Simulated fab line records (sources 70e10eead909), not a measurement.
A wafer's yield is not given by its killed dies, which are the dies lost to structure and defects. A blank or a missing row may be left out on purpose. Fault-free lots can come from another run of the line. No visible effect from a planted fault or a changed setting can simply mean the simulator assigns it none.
Matching of chambers	flow nand_harc	rie_diel-11 running NHARC_A_BONDPAD_ETCH_12: 4 sister chambers
The step etches the open film in CHF3/O2, target depth 220 nm, time 110 s. 4 wafers are shown with their chamber, then 11 later ones without.

WAFERS PAIRED WITH THEIR CHAMBERS
wafer	chamber	drypump_motor_current_A (A)
L573.1	0	5.9
L572.5	1	6.2
L572.6	2	6.5
L576.1	3	5.7

WAFERS WHOSE CHAMBER IS MISSING
wafer	drypump_motor_current_A (A)
L576.2	5.8
L576.6	5.9
L575.1	6.5
L575.4	5.9
L575.6	5.6
L578.2	6.0
L578.3	6.3
L578.5	5.6
L582.1	6.2
L582.3	5.7
L582.6	5.9

CHAMBER TAKEN BY EACH
wafer	from the rows above	in truth
L576.2	can't be placed: 3 or 0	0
L576.6	0	0
L575.1	2	2
L575.4	0	0
L575.6	3	3
L578.2	can't be placed: 0 or 1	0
L578.3	can't be placed: 1 or 2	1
L578.5	3	3
L582.1	1	1
L582.3	3	3
L582.6	0	0
Correctly placed: 8 of 11. Cannot be placed on the basis of these rows: 3; the candidates contain the true chamber in 3. Number placed wrongly: 0.
How it was worked out, from the rows above alone: a wafer's distance from a chamber is the root of the sum, over the readings, of the square of ((its reading less the chamber's mean) divided by the reading's scatter). If the next closest chamber is less than 2 further off than the closest, the wafer can't be placed; otherwise it belongs to the closest. Each chamber's mean is taken over the wafers shown for it. The scatter: with one shown wafer a chamber, the root of the mean of the squares of how far each hidden wafer lies from its nearest shown one.
